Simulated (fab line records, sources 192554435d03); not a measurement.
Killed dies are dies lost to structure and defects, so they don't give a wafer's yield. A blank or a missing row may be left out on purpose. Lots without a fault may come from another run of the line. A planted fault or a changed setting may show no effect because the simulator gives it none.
fab line records | flow n5_finfet
record lots=24 wafers=72 last_day=17
route steps=1938 shown BEOL_M12@1636 BEOL_M13@1674 BEOL_M14@1717
lots that met no fault: from a run of the same line without faults
start_h: hours from the record's first day to the start of the lot's first wafer shown | wait_h: hours since the lot's step before | " the same as in the row above | L1.1+2: a row that stands for several wafers | - no value, or no start given | * or withheld: withheld | < > ~ a bound
route shown NAME@n: a module of which the file shows steps, and the number in the route of the first | usual: mean/standard deviation of fault-free wafers | same: alike in all rows | chamber/n: place in a boat | sites: the reading at each site | _std_site: their standard deviation | _edge_site: outer sites' mean less inner sites' | radius_mm: how far each site lies from the wafer's centre | mask NAME#n: copy n | behind: the tool/chamber that last shaped the wafer | hold: why the lot was held/for how many hours/how that ended | device: the transistor (n, p or np) that didn't switch | end of line: the same wafers' tests at the end of the route | a step without rows: its recipe alone | killed: dies lost to structure and defects at the first sort, not the wafer's yield | map: a wafer's dies, x killed, . not, _ none there
set.NAME: the setting as run; set.NAME@STEP: as run at that earlier step | model.NAME: the simulator's own value behind a step, which no gauge read
steps of the route over a sample of lots; a table a step, a row a wafer
services: from which hour (start_h, from the record's first day; less than 0 if before it) a tool's chamber was out of use, for how many hours, and why
## steps
# step N5_BEOL_M12_ETCH_67
# recipe chemistry=CF4 target=SiARC target_depth_a=1430 time_s=238.3 ion_energy_ev=80 pressure_mtorr=40 source_w=545 bias_w=36 Ar_flow_sccm=100 cf4_flow_sccm=100 ends=cleared
# usual drypump_motor_current_A=5.4/0.49 etch_rf_on_time_s=237/5.6 mfc_ar_sccm=100.01/0.29 oes_product_au=0.66/0.069 rf_vpp_V=183.9/1.2 showerhead_plenum_p_Torr=2.14/0.083 throttle_valve_pct=15.71/0.22
# columns lot.wafer tool chamber start_h wait_h drypump_motor_current_A etch_rf_on_time_s mfc_ar_sccm oes_product_au rf_hours_counter_h rf_vpp_V showerhead_plenum_p_Torr throttle_valve_pct
L074.1 rie_diel-06 0 230.95 0.0 4.8 236 100.48 0.64 175 183.5 2.05 15.68
L074.4 " 2 " " 5.3 231 99.76 0.62 202 184.3 2.11 15.82
L074.6 " 0 " " 4.8 237 100.11 0.63 - 182.0 2.05 15.66
L075.1 rie_diel-05 2 234.54 0.0 5.4 248 99.51 0.70 71 185.2 2.24 15.34
L075.4 " 0 " " 5.9 233 99.74 0.64 - 184.4 2.25 15.98
L075.6 " 2 " " 5.4 247 99.70 0.71 - 185.1 2.24 15.34
L076.2 rie_diel-06 3 241.43 0.0 4.9 231 100.07 0.80 23 185.3 2.27 15.46
L076.3 " 0 " " 4.8 240 99.89 0.62 179 183.0 2.05 15.67
L076.4 " 2 " " 5.3 236 99.65 0.61 206 183.6 2.11 15.85
L077.2 rie_diel-04 3 244.45 0.0 5.0 239 100.16 0.63 150 184.0 2.15 15.81
L077.3 " 0 " " 5.8 249 100.08 0.57 235 183.5 2.19 15.67
L077.5 " 0 " " 5.7 252 100.11 0.56 - 184.3 2.19 15.69
L079.3 rie_diel-05 3 254.27 0.0 6.4 242 99.88 0.82 2 185.7 2.28 15.27
L079.4 " 2 " " 5.4 249 99.82 0.70 79 186.4 2.23 15.36
L079.5 " 0 " " 5.9 231 100.13 0.64 - 183.6 2.24 16.00
L078.1 rie_diel-04 1 255.68 0.0 5.8 244 100.14 0.61 206 182.1 2.03 15.50
L078.2 " 2 " " 6.3 230 100.36 0.71 83 183.6 2.09 15.79
L078.3 " 0 " " 5.7 250 100.08 0.56 240 183.3 2.19 15.69
L081.2 rie_diel-06 1 262.58 0.0 5.6 234 100.50 0.61 217 183.6 2.13 16.02
L081.3 " 3 " " 4.9 226 99.72 0.79 30 184.8 2.27 15.49
L081.4 " 2 " " 5.3 232 100.21 0.61 215 184.5 2.11 15.83
L080.2 rie_diel-04 3 263.71 0.0 5.1 235 99.55 0.64 156 185.6 2.14 15.82
L080.3 " 1 " " 5.9 247 99.81 0.60 209 183.0 2.03 15.53
L080.6 " 3 " " 5.1 238 99.73 0.62 - 184.0 2.14 15.81
L083.1 rie_diel-06 0 265.69 0.0 4.8 235 100.23 0.63 188 182.2 2.05 15.68
L083.5 " 2 " " 5.3 234 100.49 0.61 - 184.0 2.11 15.86
L083.6 " 3 " " 4.9 230 99.92 0.78 - 185.4 2.27 15.48
L082.1 rie_diel-06 0 266.30 0.0 4.8 239 100.20 0.63 188 183.4 2.05 15.70
L082.4 " 1 " " 5.6 233 100.02 0.61 219 184.2 2.12 16.04
L082.5 " 1 " " 5.6 233 100.19 0.61 - 182.7 2.12 16.05
L084.1 rie_diel-06 1 288.20 0.0 5.6 234 100.41 0.61 227 182.7 2.12 16.06
L084.2 " 2 " " 5.3 237 100.02 0.60 225 184.1 2.11 15.87
L084.4 " 3 " " 4.9 231 99.52 0.77 41 185.9 2.26 15.50
L086.1 rie_diel-04 1 301.89 0.0 5.8 243 99.64 0.60 223 183.7 2.02 15.55
L086.2 " 2 " " 6.3 234 99.73 0.69 99 182.4 2.08 15.83
L086.4 " 2 " " 6.3 235 99.94 0.69 - 183.0 2.08 15.82
L087.2 rie_diel-06 1 302.66 0.0 5.6 236 100.21 0.61 232 183.6 2.12 16.06
L087.4 " 0 " " 4.8 237 99.58 0.62 202 181.8 2.05 15.72
L087.5 " 3 " " 4.9 229 100.00 0.77 - 186.3 2.26 15.50
L085.3 rie_diel-04 1 302.97 0.0 5.8 242 100.28 0.60 224 184.6 2.02 15.55
L085.4 " 2 " " 6.3 235 100.25 0.69 - 183.1 2.08 15.86
L085.5 " 1 " " 5.8 246 100.64 0.60 - 184.0 2.02 15.55
L088.3 rie_diel-04 1 303.71 0.0 5.8 242 99.54 0.60 224 184.5 2.02 15.54
L088.4 " 2 " " 6.3 234 99.80 0.70 - 183.5 2.08 15.85
L088.5 " 3 " " 5.1 236 99.80 0.63 - 183.8 2.14 15.84
L089.1 rie_diel-06 1 311.76 0.0 5.6 235 100.44 0.61 235 183.3 2.12 16.06
L089.2 " 3 " " 4.8 231 99.65 0.76 49 184.4 2.26 15.52
L089.6 " 2 " " 5.3 237 99.82 0.60 - 184.1 2.10 15.87
L091.3 rie_diel-06 3 325.57 0.0 4.8 231 100.36 0.75 54 184.6 2.26 15.53
L091.4 " 2 " " 5.3 231 100.03 0.60 238 183.8 2.10 15.88
L091.5 " 0 " " 4.8 238 99.81 0.61 - 183.8 2.04 15.73
L090.1 rie_diel-04 1 329.36 0.0 5.8 240 100.28 0.60 233 182.9 2.02 15.56
L090.4 " 1 " " 5.8 240 100.32 0.60 - 183.3 2.02 15.58
L090.5 " 1 " " 5.8 240 99.40 0.60 - 183.3 2.02 15.56
L092.1 rie_diel-06 3 333.32 0.0 4.9 230 99.79 0.75 57 184.8 2.26 15.54
L092.2 " 0 " " 4.8 241 100.40 0.61 213 183.3 2.04 15.76
L092.5 " 2 " " 5.3 234 100.20 0.59 - 184.1 2.10 15.91
L093.3 rie_diel-06 1 347.11 0.0 5.5 235 100.27 0.60 242 184.8 2.12 16.08
L093.4 " 0 " " 4.8 241 99.73 0.61 219 183.1 2.04 15.75
L093.6 " 3 " " 4.9 232 99.85 0.74 - 185.6 2.26 15.56
L094.1 rie_diel-05 0 350.93 0.0 5.9 235 100.53 0.61 184 185.5 2.23 16.07
L094.4 " 2 " " 5.3 250 99.95 0.67 112 185.2 2.22 15.43
L094.5 " 2 " " 5.3 250 99.78 0.67 - 185.3 2.22 15.44
L096.3 rie_diel-05 0 365.83 0.0 5.9 230 100.64 0.61 186 185.1 2.23 16.07
L096.5 " 3 " " 6.4 243 99.68 0.74 - 185.8 2.27 15.36
L096.6 " 0 " " 5.8 234 100.77 0.61 - 185.8 2.23 16.06
L097.1 rie_diel-06 0 369.16 0.0 4.8 239 100.32 0.60 226 183.3 2.04 15.76
L097.2 " 1 " " 5.6 232 99.61 0.59 249 184.1 2.11 16.08
L097.5 " 1 " " 5.6 232 99.90 0.59 - 184.7 2.12 16.09
L095.1 rie_diel-04 1 369.30 0.0 5.9 244 100.58 0.59 249 181.3 2.01 15.59
L095.4 " 2 " " 6.3 239 100.14 0.66 123 183.1 2.07 15.87
L095.6 " 2 " " 6.3 237 99.75 0.67 - 182.0 2.07 15.87
# step N5_BEOL_M12_STRIP_37
# recipe chemistry=N2/H2 power_w=1000 temp_c=250 h2_frac=0.65 overash_fraction=0.3 pressure_mtorr=withheld n2_flow_sccm=1750 h2_flow_sccm=3250
# usual drypump_motor_current_A=6.1/0.46 h2_flow_sccm=3249/9.6 heater_power_w=366/16 oes_product_au=0.788/0.01
# columns lot.wafer tool chamber start_h wait_h drypump_motor_current_A h2_flow_sccm heater_power_w oes_product_au rf_hours_counter_h
L074.1 plasma_asher-02 0 231.47 0.0 5.7 3239 346 0.780 51
L074.4 " 0 " " 5.7 3248 349 0.792 -
L074.6 " 1 " " 6.7 3241 379 0.795 -
L075.1 plasma_asher-01 0 235.06 0.0 5.7 3250 370 0.811 136
L075.4 " 1 " " 5.9 3257 397 0.795 -
L075.6 " 1 " " 5.8 3256 385 0.795 -
L076.2 plasma_asher-02 0 241.95 0.0 5.7 3243 342 0.780 54
L076.3 " 0 " " 5.7 3267 342 0.785 -
L076.4 " 1 " " 6.7 3226 383 0.791 -
L077.2 plasma_asher-02 1 244.97 0.0 6.7 3232 368 0.783 54
L077.3 " 0 " " 5.7 3249 356 0.777 -
L077.5 " 0 " " 5.7 3252 362 0.786 -
L079.3 plasma_asher-02 0 254.81 0.1 5.7 3265 353 0.790 -
L079.4 " 1 " " 6.7 3256 376 0.790 -
L079.5 " 0 " " 5.7 3265 357 0.787 -
L078.1 plasma_asher-02 1 256.20 0.0 6.7 3249 371 0.773 56
L078.2 " 0 " " 5.7 3242 345 0.795 56
L078.3 " 0 " " 5.7 3245 353 0.791 -
L081.2 plasma_asher-01 1 263.10 0.0 5.8 3247 390 0.784 144
L081.3 " 1 " " 5.8 3248 398 0.784 -
L081.4 " 0 " " 5.8 3240 358 0.778 -
L080.2 plasma_asher-01 0 264.23 0.0 5.8 3259 358 0.801 144
L080.3 " 1 " " 5.9 3238 387 0.795 -
L080.6 " 0 " " 5.8 3280 359 0.805 -
L083.1 plasma_asher-01 0 266.21 0.0 5.7 3248 355 0.784 145
L083.5 " 0 " " 5.8 3238 362 0.785 -
L083.6 " 1 " " 5.8 3245 387 0.799 -
L082.1 plasma_asher-02 0 266.83 0.0 5.7 3253 352 0.770 58
L082.4 " 1 " " 6.7 3262 367 0.777 -
L082.5 " 1 " " 6.7 3262 367 0.789 -
L084.1 plasma_asher-02 0 288.72 0.0 5.7 3254 345 0.785 64
L084.2 " 1 " " 6.7 3250 374 0.799 64
L084.4 " 0 " " 5.7 3244 350 0.788 -
L086.1 plasma_asher-02 0 302.77 0.4 5.7 3246 352 0.796 69
L086.2 " 1 " " 6.7 3262 378 0.785 69
L086.4 " 1 " " 6.7 3253 373 0.775 -
L087.2 plasma_asher-02 0 303.37 0.2 5.7 3248 349 0.802 70
L087.4 " 0 " " 5.7 3237 353 0.780 -
L087.5 " 0 " " 5.7 3258 353 0.802 -
L085.3 plasma_asher-02 0 303.57 0.1 5.7 3280 363 0.794 -
L085.4 " 1 " " 6.7 3250 379 0.801 -
L085.5 " 1 " " 6.7 3247 373 0.775 -
L088.3 plasma_asher-02 0 304.31 0.1 5.7 3251 349 0.764 -
L088.4 " 1 " " 6.7 3249 375 0.780 -
L088.5 " 1 " " 6.7 3253 376 0.799 -
L089.1 plasma_asher-01 1 312.29 0.0 5.9 3259 398 0.803 148
L089.2 " 0 " " 5.7 3249 363 0.809 148
L089.6 " 1 " " 5.8 3253 395 0.774 -
L091.3 plasma_asher-02 0 326.11 0.1 5.7 3258 358 0.792 -
L091.4 " 1 " " 6.7 3257 369 0.789 -
L091.5 " 1 " " 6.7 3257 372 0.781 -
L090.1 plasma_asher-02 0 330.11 0.0 5.7 3244 354 0.771 76
L090.4 " 0 " " 5.7 3238 343 0.781 -
L090.5 " 1 " " 6.7 3250 379 0.785 -
L092.1 plasma_asher-01 1 333.84 0.0 5.7 3257 392 0.791 153
L092.2 " 0 " " 5.8 3236 350 0.795 153
L092.5 " 0 " " 5.8 3234 363 0.765 -
L093.3 plasma_asher-02 0 347.65 0.1 5.7 3267 346 0.799 -
L093.4 " 1 " " 6.7 3237 368 0.763 -
L093.6 " 0 " " 5.7 3253 351 0.786 -
L094.1 plasma_asher-02 0 351.45 0.0 5.7 3243 349 0.793 80
L094.4 " 1 " " 6.7 3259 375 0.800 -
L094.5 " 0 " " 5.7 3249 351 0.813 -
L096.3 plasma_asher-02 1 366.48 0.2 6.7 3264 360 0.789 -
L096.5 " 1 " " 6.7 3255 383 0.794 -
L096.6 " 0 " " 5.7 3248 346 0.793 -
L097.1 plasma_asher-01 1 369.69 0.0 5.9 3242 399 0.786 160
L097.2 " 0 " " 5.7 3253 362 0.802 160
L097.5 " 0 " " 5.8 3268 359 0.791 -
L095.1 plasma_asher-02 1 369.82 0.0 6.7 3238 383 0.796 83
L095.4 " 1 " " 6.7 3224 372 0.795 -
L095.6 " 0 " " 5.7 3266 351 0.794 -
# step N5_BEOL_M12_SPUTTER_45
# recipe material=Cu target_thk_a=800 temp_c=-20 bias_v=60 power_w=26000 chamber_pressure_pa=0.13 time_s=13.33
# usual throttle_valve_pct=29.6/0.97
# columns lot.wafer tool chamber start_h wait_h throttle_valve_pct
L074.1 pvd_sputter-01 - 232.04 0.0 27.9
L074.4 " - " " 29.6
L074.6 " - " " 28.2
L075.1 pvd_sputter-03 - 237.44 0.0 29.0
L075.4 " - " " 31.5
L075.6 " - " " 29.5
L076.2 pvd_sputter-01 - 244.98 0.0 27.9
L076.3 " - " " 29.4
L076.4 " - " " 30.0
L077.2 pvd_sputter-03 - 245.86 0.0 29.0
L077.3 " - " " 28.5
L077.5 " - " " 29.0
L078.1 pvd_sputter-02 - 259.97 0.0 31.1
L078.2 " - " " 29.5
L078.3 " - " " 30.0
L079.3 pvd_sputter-03 - 260.82 0.0 31.4
L079.4 " - " " 28.7
L079.5 " - " " 31.6
L081.2 pvd_sputter-01 - 264.79 0.0 30.2
L081.3 " - " " 29.3
L081.4 " - " " 27.9
L080.2 pvd_sputter-02 - 267.55 0.0 30.2
L080.3 " - " " 29.3
L080.6 " - " " 29.1
L083.1 pvd_sputter-02 - 267.87 0.0 29.1
L083.5 " - " " 29.8
L083.6 " - " " 31.2
L082.1 pvd_sputter-03 - 268.08 0.0 29.1
L082.4 " - " " 29.2
L082.5 " - " " 31.6
L084.1 pvd_sputter-01 - 290.51 0.0 27.9
L084.2 " - " " 29.6
L084.4 " - " " 29.8
L086.1 pvd_sputter-02 - 303.88 0.0 29.1
L086.2 " - " " 30.2
L086.4 " - " " 31.4
L087.2 pvd_sputter-03 - 309.18 0.0 31.6
L087.4 " - " " 29.6
L087.5 " - " " 28.8
L085.3 pvd_sputter-02 - 309.51 0.0 30.3
L085.4 " - " " 30.9
L085.5 " - " " 31.3
L088.3 pvd_sputter-02 - 309.87 0.0 29.7
L088.4 " - " " 29.2
L088.5 " - " " 30.5
L089.1 pvd_sputter-03 - 314.53 0.0 28.6
L089.2 " - " " 31.6
L089.6 " - " " 29.3
L091.3 pvd_sputter-01 - 329.77 0.0 29.6
L091.4 " - " " 27.8
L091.5 " - " " 29.3
L090.1 pvd_sputter-01 - 331.05 0.0 29.6
L090.4 " - " " 29.3
L090.5 " - " " 29.1
L092.1 pvd_sputter-01 - 336.45 0.0 29.3
L092.2 " - " " 29.8
L092.5 " - " " 28.1
L093.3 pvd_sputter-01 - 352.59 0.0 27.9
L093.4 " - " " 29.2
L093.6 " - " " 28.3
L094.1 pvd_sputter-01 - 363.79 0.0 28.1
L094.4 " - " " 29.8
L094.5 " - " " 29.9
L096.3 pvd_sputter-01 - 367.19 0.0 30.0
L096.5 " - " " 29.9
L096.6 " - " " 29.6
L097.1 pvd_sputter-03 - 370.90 0.0 29.2
L097.2 " - " " 29.1
L097.5 " - " " 29.5
L095.1 pvd_sputter-01 - 371.03 0.0 29.3
L095.4 " - " " 30.2
L095.6 " - " " 27.8
# step N5_BEOL_M13_VIA_ETCH_16
# recipe chemistry=C4F8/O2/Ar target=SiOC pressure_mtorr=30 source_w=3000 bias_w=700 Ar_flow_sccm=400 C4F8_flow_sccm=15 O2_flow_sccm=8 he_inner_torr=15 he_outer_torr=30 target_depth_a=9217 time_s=withheld ion_energy_ev=250 ends=cleared
# usual drypump_motor_current_A=5.9/0.48 mfc_ar_sccm=400.0/1.2 oes_product_au=0.70/0.073 rf_vpp_V=666.9/2.5 showerhead_plenum_p_Torr=3.47/0.09 throttle_valve_pct=24.18/0.18
# columns lot.wafer tool chamber start_h wait_h drypump_motor_current_A mfc_ar_sccm oes_product_au rf_vpp_V showerhead_plenum_p_Torr throttle_valve_pct
L074.1 rie_diel-02 3 234.92 0.0 5.6 398.3 0.83 671.5 3.64 23.94
L074.4 " 2 " " 6.5 400.2 0.64 663.6 3.38 24.36
L074.6 " 3 " " 5.6 400.0 0.83 672.0 3.64 23.94
L075.1 rie_diel-03 2 239.23 0.0 4.9 397.7 0.79 663.4 3.37 24.13
L075.4 " 3 " " 5.9 400.5 0.64 669.6 3.50 24.25
L075.6 " 3 " " 6.0 399.0 0.64 668.0 3.50 24.26
L076.2 rie_diel-01 3 246.84 0.0 6.3 398.5 0.65 664.8 3.38 24.12
L076.3 " 0 " " 5.8 398.9 0.79 668.7 3.47 24.24
L076.4 " 1 " " 5.9 400.7 0.76 670.6 3.60 24.10
L077.2 rie_diel-03 0 248.42 0.0 6.8 399.9 0.67 666.0 3.45 24.42
L077.3 " 2 " " 4.9 401.0 0.79 663.5 3.37 24.12
L077.5 " 1 " " 6.1 401.1 0.65 669.0 3.57 24.44
L078.1 rie_diel-02 1 262.13 0.1 5.8 399.7 0.66 664.0 3.39 23.89
L078.2 " 3 " " 5.6 399.9 0.82 672.0 3.63 23.97
L078.3 " 1 " " 5.7 398.1 0.66 666.0 3.39 23.88
L079.3 rie_diel-01 2 263.19 0.0 5.7 399.1 0.64 667.2 3.51 23.86
L079.4 " 3 " " 6.3 401.1 0.64 665.1 3.38 24.14
L079.5 " 1 " " 5.9 402.3 0.75 670.2 3.60 24.10
L081.2 rie_diel-01 1 266.87 0.0 5.9 400.9 0.76 670.6 3.60 24.12
L081.3 " 3 " " 6.3 399.3 0.64 664.0 3.37 24.11
L081.4 " 0 " " 5.8 398.8 0.77 667.8 3.47 24.25
L080.2 rie_diel-02 1 269.46 0.0 5.8 401.2 0.65 665.8 3.39 23.89
L080.3 " 3 " " 5.6 398.7 0.81 669.3 3.63 23.97
L080.6 " 3 " " 5.6 400.4 0.82 670.5 3.63 23.98
L083.1 rie_diel-03 2 270.24 0.0 4.9 397.8 0.77 663.7 3.37 24.12
L083.5 " 2 " " 4.9 399.7 0.77 662.8 3.37 24.13
L083.6 " 1 " " 6.1 400.5 0.65 667.8 3.56 24.47
L082.1 rie_diel-01 3 270.58 0.0 6.3 402.1 0.65 663.6 3.37 24.15
L082.4 " 0 " " 5.8 401.7 0.78 667.4 3.46 24.25
L082.5 " 0 " " 5.8 401.5 0.79 667.4 3.46 24.26
L084.1 rie_diel-02 3 292.81 0.0 5.6 400.6 0.80 671.7 3.62 23.97
L084.2 " 0 " " 5.1 399.7 0.90 667.5 3.50 23.91
L084.4 " 1 " " 5.7 400.4 0.65 664.0 3.38 23.91
L086.1 rie_diel-03 0 305.66 0.0 6.8 399.5 0.66 666.0 3.44 24.44
L086.2 " 3 " " 5.9 399.2 0.62 668.9 3.49 24.27
L086.4 " 2 " " 4.9 402.0 0.75 664.3 3.36 24.15
L087.2 rie_diel-01 3 311.39 0.0 6.3 400.9 0.64 665.4 3.37 24.16
L087.4 " 3 " " 6.3 399.1 0.63 664.8 3.37 24.15
L087.5 " 0 " " 5.8 401.0 0.76 666.1 3.46 24.26
L085.3 rie_diel-02 0 311.73 0.0 5.1 401.1 0.86 668.7 3.49 23.91
L085.4 " 2 " " 6.4 399.5 0.63 663.1 3.37 24.38
L085.5 " 3 " " 5.6 399.7 0.78 669.1 3.62 24.00
L088.3 rie_diel-01 3 311.92 0.0 6.3 400.1 0.64 664.1 3.37 24.14
L088.4 " 1 " " 5.9 399.9 0.74 670.1 3.59 24.14
L088.5 " 3 " " 6.3 399.3 0.63 662.6 3.37 24.16
L089.1 rie_diel-01 0 316.82 0.0 5.8 398.9 0.77 666.3 3.46 24.28
L089.2 " 1 " " 5.9 402.4 0.75 670.8 3.59 24.11
L089.6 " 3 " " 6.2 397.7 0.64 663.9 3.37 24.15
L091.3 rie_diel-01 0 331.44 0.0 5.8 401.0 0.75 668.3 3.45 24.25
L091.4 " 1 " " 5.9 400.9 0.73 669.8 3.59 24.14
L091.5 " 0 " " 5.8 399.1 0.75 667.0 3.45 24.28
L090.1 rie_diel-03 0 332.84 0.0 6.8 400.7 0.65 665.4 3.44 24.44
L090.4 " 2 " " 4.9 399.3 0.74 663.0 3.36 24.15
L090.5 " 0 " " 6.7 400.5 0.66 666.0 3.44 24.43
L092.1 rie_diel-01 1 338.55 0.0 5.9 398.9 0.74 669.6 3.59 24.14
L092.2 " 3 " " 6.3 398.4 0.63 664.2 3.36 24.16
L092.5 " 0 " " 5.8 397.4 0.75 666.9 3.45 24.27
L093.3 rie_diel-03 3 354.66 0.0 5.9 402.3 0.61 669.5 3.48 24.28
L093.4 " 0 " " 6.7 400.4 0.65 664.8 3.44 24.44
L093.6 " 0 " " 6.8 400.9 0.65 665.5 3.44 24.45
L094.1 rie_diel-03 3 365.61 0.0 5.9 399.5 0.62 668.6 3.48 24.29
L094.4 " 2 " " 4.9 401.5 0.73 663.1 3.35 24.15
L094.5 " 1 " " 6.1 401.6 0.63 668.8 3.55 24.52
L096.3 rie_diel-01 1 369.62 0.0 5.9 399.3 0.72 670.6 3.58 24.15
L096.5 " 2 " " 5.7 398.7 0.62 669.2 3.50 23.87
L096.6 " 3 " " 6.3 400.5 0.62 664.8 3.36 24.18
L097.1 rie_diel-03 3 372.76 0.0 6.0 399.2 0.61 667.1 3.48 24.29
L097.2 " 0 " " 6.7 400.2 0.65 665.8 3.44 24.45
L097.5 " 1 " " 6.0 400.5 0.63 667.9 3.55 24.51
L095.1 rie_diel-02 0 373.24 0.0 5.1 401.9 0.83 667.6 3.49 23.95
L095.4 " 3 " " 5.6 399.7 0.76 669.7 3.61 23.99
L095.6 " 1 " " 5.8 399.2 0.63 664.5 3.37 23.94
# step N5_BEOL_M13_SPUTTER_44
# recipe material=Ta target_thk_a=100 temp_c=50 bias_v=80 power_w=15000 chamber_pressure_pa=0.07 time_s=16.13
# usual throttle_valve_pct=29.7/0.85
# columns lot.wafer tool chamber start_h wait_h throttle_valve_pct
L074.1 pvd_sputter-03 - 238.38 0.0 31.5
L074.4 " - " " 29.1
L074.6 " - " " 29.4
L075.1 pvd_sputter-01 - 241.32 0.0 29.9
L075.4 " - " " 29.8
L075.6 " - " " 29.8
L076.2 pvd_sputter-01 - 249.40 0.0 29.4
L076.3 " - " " 27.8
L076.4 " - " " 29.7
L077.2 pvd_sputter-03 - 252.42 0.0 29.3
L077.3 " - " " 29.4
L077.5 " - " " 29.0
L078.1 pvd_sputter-02 - 267.15 0.0 29.7
L078.2 " - " " 31.0
L078.3 " - " " 29.2
L079.3 pvd_sputter-01 - 267.39 0.0 29.8
L079.4 " - " " 29.9
L079.5 " - " " 29.3
L081.2 pvd_sputter-02 - 269.32 0.0 31.1
L081.3 " - " " 29.1
L081.4 " - " " 29.8
L080.2 pvd_sputter-02 - 278.07 0.0 31.1
L080.3 " - " " 30.4
L080.6 " - " " 31.2
L083.1 pvd_sputter-02 - 278.47 0.0 30.9
L083.5 " - " " 29.9
L083.6 " - " " 30.4
L082.1 pvd_sputter-02 - 278.79 0.0 31.2
L082.4 " - " " 29.3
L082.5 " - " " 29.2
L084.1 pvd_sputter-02 - 294.84 0.0 29.3
L084.2 " - " " 31.1
L084.4 " - " " 30.2
L086.1 pvd_sputter-02 - 308.63 0.0 30.0
L086.2 " - " " 31.2
L086.4 " - " " 29.2
L087.2 pvd_sputter-02 - 314.89 0.0 30.3
L087.4 " - " " 29.9
L087.5 " - " " 29.8
L085.3 pvd_sputter-03 - 314.97 0.0 31.2
L085.4 " - " " 29.4
L085.5 " - " " 31.4
L088.3 pvd_sputter-01 - 315.00 0.0 29.9
L088.4 " - " " 29.5
L088.5 " - " " 29.9
L089.1 pvd_sputter-03 - 323.71 0.0 29.6
L089.2 " - " " 28.7
L089.6 " - " " 31.4
L091.3 pvd_sputter-01 - 335.95 0.0 29.8
L091.4 " - " " 29.5
L091.5 " - " " 29.2
L090.1 pvd_sputter-02 - 336.45 0.0 31.0
L090.4 " - " " 30.1
L090.5 " - " " 31.5
L092.1 pvd_sputter-02 - 344.32 0.0 30.3
L092.2 " - " " 29.6
L092.5 " - " " 30.3
L093.3 pvd_sputter-01 - 363.29 0.0 29.9
L093.4 " - " " 29.6
L093.6 " - " " 30.0
L094.1 pvd_sputter-01 - 368.35 0.0 29.8
L094.4 " - " " 29.2
L094.5 " - " " 28.0
L096.3 pvd_sputter-01 - 373.99 0.0 29.4
L096.5 " - " " 29.2
L096.6 " - " " 29.5
L097.1 pvd_sputter-01 - 374.75 0.0 29.6
L097.2 " - " " 28.0
L097.5 " - " " 28.1
L095.1 pvd_sputter-01 - 378.77 0.0 28.0
L095.4 " - " " 30.0
L095.6 " - " " 27.9
# step N5_BEOL_M14_THK_MEAS_01
# recipe reads=SiO2_of_BEOL_M14_ILD_DEP_00
# usual M14_ILD_THK=1117/15
# columns lot.wafer tool chamber start_h wait_h M14_ILD_THK[nm]
L074.1 film_metro-01 - 240.27 0.1 1128
L074.4 " - " " 1137
L074.6 " - " " 1122
L075.1 film_metro-01 - 242.66 0.1 1111
L075.4 " - " " 1134
L075.6 " - " " 1127
L076.2 film_metro-02 - 250.74 0.1 1090
L076.3 " - " " 1125
L076.4 " - " " 1138
L077.2 film_metro-01 - 253.75 0.1 1111
L077.3 " - " " 1099
L077.5 " - " " 1125
L078.1 film_metro-02 - 268.48 0.1 1124
L078.2 " - " " 1094
L078.3 " - " " 1103
L079.3 film_metro-01 - 268.75 0.1 1087
L079.4 " - " " 1114
L079.5 " - " " 1129
L081.2 film_metro-01 - 270.66 0.1 1107
L081.3 " - " " 1101
L081.4 " - " " 1150
L080.2 film_metro-01 - 279.90 0.1 1119
L080.3 " - " " 1129
L080.6 " - " " 1134
L083.1 film_metro-02 - 280.55 0.2 1108
L083.5 " - " " 1109
L083.6 " - " " 1115
L082.1 film_metro-02 - 281.16 0.1 1108
L082.4 " - " " 1121
L082.5 " - " " 1125
L084.1 film_metro-01 - 296.18 0.1 1126
L084.2 " - " " 1110
L084.4 " - " " 1130
L086.1 film_metro-02 - 309.97 0.1 1113
L086.2 " - " " 1139
L086.4 " - " " 1123
L087.2 film_metro-01 - 316.22 0.1 1081
L087.4 " - " " 1122
L087.5 " - " " 1109
L085.3 film_metro-02 - 316.52 0.1 1090
L085.4 " - " " 1128
L085.5 " - " " 1125
L088.3 film_metro-02 - 316.80 0.1 1092
L088.4 " - " " 1126
L088.5 " - " " 1130
L089.1 film_metro-01 - 325.39 0.1 1146
L089.2 " - " " 1113
L089.6 " - " " 1163
L091.3 film_metro-02 - 337.82 0.1 1109
L091.4 " - " " 1116
L091.5 " - " " 1122
L090.1 film_metro-01 - 338.29 0.1 1085
L090.4 " - " " 1104
L090.5 " - " " 1115
L092.1 film_metro-02 - 348.84 0.1 1102
L092.2 " - " " 1115
L092.5 " - " " 1134
L093.3 film_metro-02 - 364.98 0.1 1123
L093.4 " - " " 1127
L093.6 " - " " 1122
L094.1 film_metro-01 - 370.07 0.1 1103
L094.4 " - " " 1119
L094.5 " - " " 1122
L096.3 film_metro-02 - 375.86 0.1 1113
L096.5 " - " " 1121
L096.6 " - " " 1128
L097.1 film_metro-02 - 376.08 0.1 1127
L097.2 " - " " 1110
L097.5 " - " " 1117
L095.1 film_metro-01 - 380.22 0.2 1127
L095.4 " - " " 1122
L095.6 " - " " 1119
## services
# columns tool chamber start_h hours kind
rie_diel-04 - 212.56 0.5 repair
rie_diel-06 - 216.71 2.8 pm
rie_diel-04 0 224.29 7.6 repair
rie_diel-04 - 228.63 2.8 pm
rie_diel-03 - 236.51 0.3 repair
rie_diel-02 2 244.08 21.0 repair
rie_diel-03 0 253.64 2.0 repair
rie_diel-02 0 254.95 14.4 repair
rie_diel-06 3 258.82 2.4 repair
rie_diel-02 3 282.57 1.5 repair
rie_diel-03 3 285.32 6.0 repair
plasma_asher-01 - 286.05 23.2 repair
rie_diel-01 - 290.73 2.8 pm
rie_diel-01 2 293.58 40.7 repair
plasma_asher-02 - 297.72 1.6 repair
pvd_sputter-02 - 316.01 7.5 repair
rie_diel-04 3 323.85 12.5 repair
rie_diel-02 2 324.02 3.9 repair
rie_diel-01 1 326.23 2.7 repair
rie_diel-04 2 328.65 1.8 repair
rie_diel-06 1 330.77 13.6 repair
pvd_sputter-03 - 341.29 2.4 repair
pvd_sputter-03 - 345.62 20.9 repair
pvd_sputter-02 - 358.07 3.6 repair
## key
fault none
